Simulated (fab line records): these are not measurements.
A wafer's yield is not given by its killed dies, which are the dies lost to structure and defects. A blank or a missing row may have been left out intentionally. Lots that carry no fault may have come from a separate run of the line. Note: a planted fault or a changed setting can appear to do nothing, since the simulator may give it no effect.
fab line records ; flow nand_harc
record: lots: 6; wafers: 18; last_day: 32
route steps=1302 shown P_ZERO_WELL@21
lots that met no fault: from a run of the same line without faults
start_h: hours from the record's first day to the start of the lot's first wafer shown ; wait_h: hours since the lot's step before ; " unchanged from the row above ; L1.1+2: a single row standing in for several wafers ; - value missing, or start not given ; * or withheld: withheld ; < > ~ a bound
route shown NAME@n: a module of which the file shows steps, and the number in the route of the first ; usual: the fault-free wafers' mean and standard deviation ; same: alike in all rows ; chamber/n: place in a boat ; sites: each site's reading ; _std_site: their standard deviation ; _edge_site: inner sites' mean taken away from outer sites' mean ; radius_mm: for every site, how far away it sits from the centre of the wafer ; mask NAME#n: copy n ; behind: tool/chamber where the wafer was last shaped ; hold: why the lot went on hold/how many hours it stayed there/how the hold came to an end ; device: transistor that didn't switch, given as n, p or np ; end of line: the tests these same wafers got at the end of their route ; step lacking rows: just its recipe ; killed: not the wafer's yield, but the dies lost to structure and defects at the first sort ; map: per-die view of a wafer (x killed, . not killed, _ where there is no die)
set.NAME: the setting the step ran with; set.NAME@STEP: the setting that earlier step ran with ; model.NAME: the simulator's own value behind a step, which no gauge read
lots seen at some steps along the route; tables by step, rows by wafer
services: a tool's chamber out of use, with start hour (start_h, from the record's first day; less than 0 if before it), hours out, and reason
== steps ==
step: NHARC_P_ZERO_WELL_DEHYDRATE_16
recipe: temp_c: 150; time_s: 120
step: NHARC_P_ZERO_WELL_HMDS_17
recipe: time_s: 30
step: NHARC_P_ZERO_WELL_COAT_18
recipe: spin_rpm: withheld
step: NHARC_P_ZERO_WELL_SOFTBAKE_19
recipe: temp_c: 122; time_s: 95
step: NHARC_P_ZERO_WELL_EBR_20
step: NHARC_P_ZERO_WELL_EXPOSE_21
recipe: na: 0.6; target_cd_nm: 720; dose_mj: 22.31; mask_id: P_NWELL
step: NHARC_P_ZERO_WELL_PEB_22
recipe: peb_temp_c: 118; peb_time_s: 85
step: NHARC_P_ZERO_WELL_DEVELOP_23
recipe: time_s: 70
step: NHARC_P_ZERO_WELL_CD_MEAS_24
recipe: target_cd_nm: 720; landing_energy_ev: 500
usual: cd_nm: 719.7/1.8
lot.wafer;tool;chamber;start_h;wait_h;cd_nm
L218.2;cd_sem-01;0;22.47;-;718.0
L218.4;cd_sem-01;0;22.47;-;721.3
L218.6;cd_sem-01;0;22.47;-;716.9
L226.3;cd_sem-03;0;102.69;-;719.0
L226.4;cd_sem-03;0;102.69;-;720.0
L226.6;cd_sem-03;0;102.69;-;720.9
L227.2;cd_sem-02;0;112.58;-;719.0
L227.3;cd_sem-02;0;112.58;-;718.4
L227.6;cd_sem-02;0;112.58;-;719.2
L234.1;cd_sem-01;0;182.74;-;722.6
L234.4;cd_sem-01;0;182.74;-;721.5
L234.6;cd_sem-01;0;182.74;-;721.3
L235.1;cd_sem-03;0;192.62;-;716.0
L235.2;cd_sem-03;0;192.62;-;716.5
L235.3;cd_sem-03;0;192.62;-;718.3
L239.2;cd_sem-02;0;232.60;-;720.3
L239.4;cd_sem-02;0;232.60;-;721.6
L239.5;cd_sem-02;0;232.60;-;720.8
step: NHARC_P_ZERO_WELL_HARDBAKE_25
recipe: temp_c: 125; time_s: 80
step: NHARC_P_ZERO_WELL_DESCUM_26
recipe: time_s: 3; o2_flow_sccm: 200; ar_flow_sccm: 0; bias_power_w: 0; chemistry: O2
usual: drypump_motor_current_A: 5.8/0.37; o2_flow_sccm: 200.0/0.61; oes_product_au: 1.002/0.0091; rf_vpp_V: 57.8/0.86; showerhead_plenum_p_Torr: 1.91/0.1; throttle_valve_pct: 11.311/0.0099
lot.wafer;tool;chamber;start_h;wait_h;drypump_motor_current_A;o2_flow_sccm;oes_product_au;rf_hours_counter_h;rf_vpp_V;showerhead_plenum_p_Torr;throttle_valve_pct
L218.2;rie_diel-12;1;22.64;-;5.8;199.7;0.983;33;58.6;2.07;11.328
L218.4;rie_diel-12;2;22.64;-;5.3;199.5;1.002;32;56.8;1.91;11.308
L218.6;rie_diel-12;1;22.64;-;5.8;200.3;0.998;-;58.3;2.07;11.324
L226.3;rie_diel-12;0;102.85;-;6.3;200.1;1.003;0;57.0;1.77;11.323
L226.4;rie_diel-12;1;102.85;-;5.8;199.8;1.001;0;58.1;2.06;11.305
L226.6;rie_diel-12;0;102.85;-;6.3;200.0;0.996;-;56.5;1.77;11.319
L227.3;rie_diel-01;0;112.76;-;5.6;200.8;1.006;23;57.3;1.97;11.317
L227.2;rie_diel-01;2;112.76;-;5.9;200.7;0.998;26;56.4;1.92;11.317
L227.6;rie_diel-01;0;112.76;-;5.7;200.4;1.006;-;57.2;1.97;11.308
L234.1;rie_diel-12;1;182.90;-;5.8;200.1;0.996;32;58.4;2.05;11.300
L234.6;rie_diel-12;1;182.90;-;5.7;200.0;1.003;-;58.4;2.05;11.316
L234.4;rie_diel-12;2;182.90;-;5.3;199.9;0.992;-;57.9;1.89;11.317
L235.1;rie_diel-04;0;192.79;-;6.7;200.0;1.021;0;55.7;1.79;11.307
L235.3;rie_diel-04;1;192.79;-;5.8;199.7;0.999;0;57.6;1.91;11.309
L235.2;rie_diel-04;2;192.79;-;5.1;199.7;0.996;0;58.5;2.08;11.306
L239.2;rie_diel-12;2;232.78;-;5.3;200.0;1.011;46;57.0;1.89;11.310
L239.4;rie_diel-12;3;232.78;-;5.6;199.6;1.024;45;59.0;1.97;11.315
L239.5;rie_diel-12;1;232.78;-;5.8;199.7;0.986;-;58.9;2.04;11.302
step: NHARC_P_ZERO_WELL_IMPLANT_27
recipe: energy_kev: 600; dose_cm2: 1e+13; tilt_deg: 7
step: NHARC_P_ZERO_WELL_IMPLANT_57
recipe: energy_kev: 250; dose_cm2: 4e+12; tilt_deg: 7
usual: beam_energy_keV: 249.99/0.078; beam_on_s: 9.97/0.22; implant_ion_amu: 31/0
lot.wafer;tool;chamber;start_h;wait_h;beam_energy_keV;beam_on_s;implant_ion_amu
L218.2;implanter-01;0;22.98;0.1;250.16;10.16;31
L218.4;implanter-01;0;22.98;0.1;250.05;9.86;31
L218.6;implanter-01;0;22.98;0.1;250.12;9.56;31
L226.3;implanter-01;-;103.24;0.1;-;-;-
L226.4;implanter-01;-;103.24;0.1;-;-;-
L226.6;implanter-01;-;103.24;0.1;-;-;-
L227.2;implanter-01;-;113.10;0.2;-;-;-
L227.3;implanter-01;-;113.10;0.2;-;-;-
L227.6;implanter-01;-;113.10;0.2;-;-;-
L234.1;implanter-02;0;183.25;0.2;249.94;9.83;31
L234.4;implanter-02;0;183.25;0.2;249.90;9.74;31
L234.6;implanter-02;0;183.25;0.2;249.86;9.64;31
L235.1;implanter-02;0;193.10;0.1;249.93;10.52;31
L235.2;implanter-02;0;193.10;0.1;249.95;9.80;31
L235.3;implanter-02;0;193.10;0.1;250.05;10.01;31
L239.2;implanter-01;0;233.12;0.2;250.03;9.99;31
L239.4;implanter-01;0;233.12;0.2;249.93;9.86;31
L239.5;implanter-01;0;233.12;0.2;249.84;10.03;31
step: NHARC_P_ZERO_WELL_IMPLANT_58
recipe: energy_kev: 100; dose_cm2: 2e+12; tilt_deg: 7
== services ==
tool;chamber;start_h;hours;kind
rie_diel-04;-;2.73;9.0;pm
rie_diel-12;0;22.09;-;clean
rie_diel-12;1;22.09;-;clean
rie_diel-12;2;22.09;-;clean
rie_diel-12;3;22.09;-;clean
rie_diel-01;-;29.99;9.0;pm
rie_diel-12;3;44.87;4.6;repair
rie_diel-12;0;46.59;-;clean
rie_diel-12;1;46.59;-;clean
rie_diel-12;2;46.59;-;clean
rie_diel-01;2;50.38;2.5;repair
rie_diel-04;3;56.13;2.2;repair
rie_diel-12;0;71.09;-;clean
rie_diel-12;1;71.09;-;clean
rie_diel-12;2;71.09;-;clean
rie_diel-12;0;78.01;10.1;repair
implanter-01;-;89.98;3.9;repair
rie_diel-12;-;91.52;9.0;pm
implanter-02;-;144.39;3.1;repair
rie_diel-01;-;148.08;0.7;repair
rie_diel-12;0;180.17;12.2;repair
rie_diel-04;-;181.78;9.0;pm
implanter-01;-;201.67;5.8;repair
rie_diel-01;-;206.99;9.0;pm
== key ==
first_sign: step: NHARC_P_ZERO_WELL_IMPLANT_57; reading: tool_record; direction: missing
effect none on later readings
met_at NHARC_P_ZERO_WELL_IMPLANT_57
struck_wafers L226.3,L226.4,L226.6,L227.2,L227.3,L227.6
later_rows_left_out L226.3,L226.4,L226.6,L227.2,L227.3,L227.6
sort_left_out L226.3,L226.4,L226.6,L227.2,L227.3,L227.6
tester_left_out L226,L227
onset_between 22.98 103.24
fault: kind: skipped_step_whole; tool: implanter-01; chamber: -; onset_h: 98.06; steps: NHARC_P_ZERO_WELL_IMPLANT_57; scope: struck_lots_only
tester_left_out: of these lots the tester's yield and bins aren't shown, on N5 and GAA mostly nor the transistor test; their killed dies are dies lost to structure and defects alone, not to doping, threshold or leakage, so they don't give the yield
sort_left_out: the simulated sort isn't trusted on such a fault, so these wafers' sort isn't shown, and their yield isn't known
later_rows_left_out: the simulator's readings of these wafers behind a module that went badly wrong aren't trusted and aren't shown, but for the sort
